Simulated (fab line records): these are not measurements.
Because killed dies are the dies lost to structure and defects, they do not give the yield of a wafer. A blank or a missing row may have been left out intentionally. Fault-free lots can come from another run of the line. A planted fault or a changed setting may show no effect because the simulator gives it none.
Split-lot study / flow n5Finfet / 39 wafers read from 7 lots, route of 1938 steps

THE SPLIT
At N5_PASSIVATION_ETCH_54 (etches SiO2 in CHF3/O2, target depth 880 nm, time 440 s), the setting timeS was moved away from the recipe's 440 s on 12 of the 39 wafers read, by -57.0% to +51.1%. All remaining wafers had this setting at the recipe value.

Reading taken at the split's own step.

THE READING
etch.depthNm (the simulator's own value, which no gauge read), in nm, at N5_PASSIVATION_ETCH_54 (etches SiO2 in CHF3/O2, target depth 880 nm, time 440 s). No usual value for it is given in the file. The 27 wafers here that ran the recipe average 867.6 nm, standard deviation 17 nm.

wafer=L076.1; tool, chamber at the split=rieDiel-02, 1; timeS as run, s=632; against the recipe=+43.6%; etch.depthNm, nm=1254; against lot-mates on the recipe=+376.4
wafer=L076.2; tool, chamber at the split=rieDiel-02, 0; timeS as run, s=632; against the recipe=+43.6%; etch.depthNm, nm=1253; against lot-mates on the recipe=+375.4
wafer=L076.3; tool, chamber at the split=rieDiel-02, 2; timeS as run, s=440; against the recipe=recipe; etch.depthNm, nm=881; against lot-mates on the recipe=-
wafer=L076.4; tool, chamber at the split=rieDiel-02, 2; timeS as run, s=632; against the recipe=+43.6%; etch.depthNm, nm=1262; against lot-mates on the recipe=+384.4
wafer=L076.5; tool, chamber at the split=rieDiel-02, 0; timeS as run, s=440; against the recipe=recipe; etch.depthNm, nm=873.4; against lot-mates on the recipe=-
wafer=L076.6; tool, chamber at the split=rieDiel-02, 1; timeS as run, s=440; against the recipe=recipe; etch.depthNm, nm=878.3; against lot-mates on the recipe=-
wafer=L075.1; tool, chamber at the split=rieDiel-05, 1; timeS as run, s=440; against the recipe=recipe; etch.depthNm, nm=838.9; against lot-mates on the recipe=-
wafer=L075.2; tool, chamber at the split=rieDiel-05, 2; timeS as run, s=440; against the recipe=recipe; etch.depthNm, nm=851.8; against lot-mates on the recipe=-
wafer=L075.3; tool, chamber at the split=rieDiel-05, 0; timeS as run, s=440; against the recipe=recipe; etch.depthNm, nm=875.6; against lot-mates on the recipe=-
wafer=L075.4; tool, chamber at the split=rieDiel-05, 2; timeS as run, s=440; against the recipe=recipe; etch.depthNm, nm=858.3; against lot-mates on the recipe=-
wafer=L075.5; tool, chamber at the split=rieDiel-05, 0; timeS as run, s=440; against the recipe=recipe; etch.depthNm, nm=879.2; against lot-mates on the recipe=-
wafer=L075.6; tool, chamber at the split=rieDiel-05, 1; timeS as run, s=440; against the recipe=recipe; etch.depthNm, nm=840.1; against lot-mates on the recipe=-
wafer=L082.1; tool, chamber at the split=rieDiel-02, 1; timeS as run, s=440; against the recipe=recipe; etch.depthNm, nm=853.4; against lot-mates on the recipe=-
wafer=L082.2; tool, chamber at the split=rieDiel-02, 3; timeS as run, s=440; against the recipe=recipe; etch.depthNm, nm=877.8; against lot-mates on the recipe=-
wafer=L082.3; tool, chamber at the split=rieDiel-02, 0; timeS as run, s=440; against the recipe=recipe; etch.depthNm, nm=858.8; against lot-mates on the recipe=-
wafer=L082.4; tool, chamber at the split=rieDiel-02, 1; timeS as run, s=440; against the recipe=recipe; etch.depthNm, nm=854; against lot-mates on the recipe=-
wafer=L082.5; tool, chamber at the split=rieDiel-02, 0; timeS as run, s=440; against the recipe=recipe; etch.depthNm, nm=858; against lot-mates on the recipe=-
wafer=L082.6; tool, chamber at the split=rieDiel-02, 3; timeS as run, s=440; against the recipe=recipe; etch.depthNm, nm=875.2; against lot-mates on the recipe=-
wafer=L084.1; tool, chamber at the split=rieDiel-02, 0; timeS as run, s=440; against the recipe=recipe; etch.depthNm, nm=869.9; against lot-mates on the recipe=-
wafer=L084.4; tool, chamber at the split=rieDiel-02, 3; timeS as run, s=440; against the recipe=recipe; etch.depthNm, nm=886.7; against lot-mates on the recipe=-
wafer=L084.5; tool, chamber at the split=rieDiel-02, 0; timeS as run, s=440; against the recipe=recipe; etch.depthNm, nm=868.2; against lot-mates on the recipe=-
wafer=L090.1; tool, chamber at the split=rieDiel-02, 3; timeS as run, s=664.8; against the recipe=+51.1%; etch.depthNm, nm=1314; against lot-mates on the recipe=+433.1
wafer=L090.2; tool, chamber at the split=rieDiel-02, 1; timeS as run, s=440; against the recipe=recipe; etch.depthNm, nm=860.3; against lot-mates on the recipe=-
wafer=L090.3; tool, chamber at the split=rieDiel-02, 2; timeS as run, s=440; against the recipe=recipe; etch.depthNm, nm=916.5; against lot-mates on the recipe=-
wafer=L090.4; tool, chamber at the split=rieDiel-02, 0; timeS as run, s=440; against the recipe=recipe; etch.depthNm, nm=866; against lot-mates on the recipe=-
wafer=L090.5; tool, chamber at the split=rieDiel-02, 3; timeS as run, s=664.8; against the recipe=+51.1%; etch.depthNm, nm=1317; against lot-mates on the recipe=+436.1
wafer=L090.6; tool, chamber at the split=rieDiel-02, 2; timeS as run, s=664.8; against the recipe=+51.1%; etch.depthNm, nm=1400; against lot-mates on the recipe=+519.1
wafer=L095.1; tool, chamber at the split=rieDiel-06, 0; timeS as run, s=289; against the recipe=-34.3%; etch.depthNm, nm=579.6; against lot-mates on the recipe=-306.1
wafer=L095.2; tool, chamber at the split=rieDiel-06, 1; timeS as run, s=289; against the recipe=-34.3%; etch.depthNm, nm=583.7; against lot-mates on the recipe=-302.0
wafer=L095.3; tool, chamber at the split=rieDiel-06, 2; timeS as run, s=440; against the recipe=recipe; etch.depthNm, nm=889.9; against lot-mates on the recipe=-
wafer=L095.4; tool, chamber at the split=rieDiel-06, 1,0; timeS as run, s=440; against the recipe=recipe; etch.depthNm, nm=883.6; against lot-mates on the recipe=-
wafer=L095.5; tool, chamber at the split=rieDiel-06, 1,0; timeS as run, s=440; against the recipe=recipe; etch.depthNm, nm=883.6; against lot-mates on the recipe=-
wafer=L095.6; tool, chamber at the split=rieDiel-06, 2; timeS as run, s=289; against the recipe=-34.3%; etch.depthNm, nm=587.2; against lot-mates on the recipe=-298.5
wafer=L097.1; tool, chamber at the split=rieDiel-02, 1; timeS as run, s=440; against the recipe=recipe; etch.depthNm, nm=859.8; against lot-mates on the recipe=-
wafer=L097.2; tool, chamber at the split=rieDiel-02, 0; timeS as run, s=440; against the recipe=recipe; etch.depthNm, nm=840.1; against lot-mates on the recipe=-
wafer=L097.3; tool, chamber at the split=rieDiel-02, 3; timeS as run, s=189; against the recipe=-57.0%; etch.depthNm, nm=374.3; against lot-mates on the recipe=-474.4
wafer=L097.4; tool, chamber at the split=rieDiel-02, 2; timeS as run, s=189; against the recipe=-57.0%; etch.depthNm, nm=388.7; against lot-mates on the recipe=-460.0
wafer=L097.5; tool, chamber at the split=rieDiel-02, 3; timeS as run, s=189; against the recipe=-57.0%; etch.depthNm, nm=372; against lot-mates on the recipe=-476.7
wafer=L097.6; tool, chamber at the split=rieDiel-02, 0; timeS as run, s=440; against the recipe=recipe; etch.depthNm, nm=846.1; against lot-mates on the recipe=-
If several chambers appear in one row, that row covers several wafers at once and the file leaves open which wafer was in which chamber.

FIT RESULTS
A straight line over all 39 wafers: etch.depthNm changes by +8.82 nm for each +1% of timeS; r = +1.00; the points scatter about the line by 21 nm.
The same after taking each lot's own level away (the mean of its wafers on the recipe; 39 wafers): +8.65 nm for each +1%; r = +1.00; scatter 18 nm.
On that fit, the largest move of timeS shifts the reading by 4.9e+02 nm.
Across the lots, their own levels run from 848.67 to 885.70 nm, a range of 2.1 times the standard deviation given above.
Hence the lot-to-lot level has little effect on the slope; both slopes agree.
Check: for one of the wafers moved furthest among these (-57.0%), held out of the fit, the line's prediction against its lot-mates is -493 nm. It came out at -474 nm against them.

OTHER SPLITS APPLIED TO THESE WAFERS
Before the reading, these wafers also passed through other splits. Each is held against what the fit with the lots' levels taken away leaves over:
other split on the same wafers=N5_BEOL_M10_ILD_DEP_00 targetThkA; wafers away from the commonest value=15; r with etch.depthNm (lot level and that fit taken away)=+0.12
other split on the same wafers=N5_BEOL_M11_VIA_ETCH_34 targetDepthA; wafers away from the commonest value=18; r with etch.depthNm (lot level and that fit taken away)=+0.12
other split on the same wafers=N5_BEOL_M13_DEP_53 targetThkA; wafers away from the commonest value=12; r with etch.depthNm (lot level and that fit taken away)=+0.21
other split on the same wafers=N5_MIM_BOT_SPUTTER_00 timeS; wafers away from the commonest value=9; r with etch.depthNm (lot level and that fit taken away)=+0.22

THE WHOLE CHAIN: every reading that the file lists as answering this split, in the file's order
step=N5_PASSIVATION_ETCH_54; what it does=etches SiO2 in CHF3/O2, target depth 880 nm, time 440 s; reading=PASSIVATION.featureDepthNm (the simulator's own value, which no gauge read); change (the file's fit)=+8.65 nm for each +1% of the setting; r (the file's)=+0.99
step=N5_PASSIVATION_ETCH_54; what it does=etches SiO2 in CHF3/O2, target depth 880 nm, time 440 s; reading=etch.depthNm (the simulator's own value, which no gauge read); change (the file's fit)=+8.65 nm for each +1% of the setting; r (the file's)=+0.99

FILE'S OWN FIT
etch.depthNm changes by +8.65 nm for each +1% of timeS, r = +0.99.
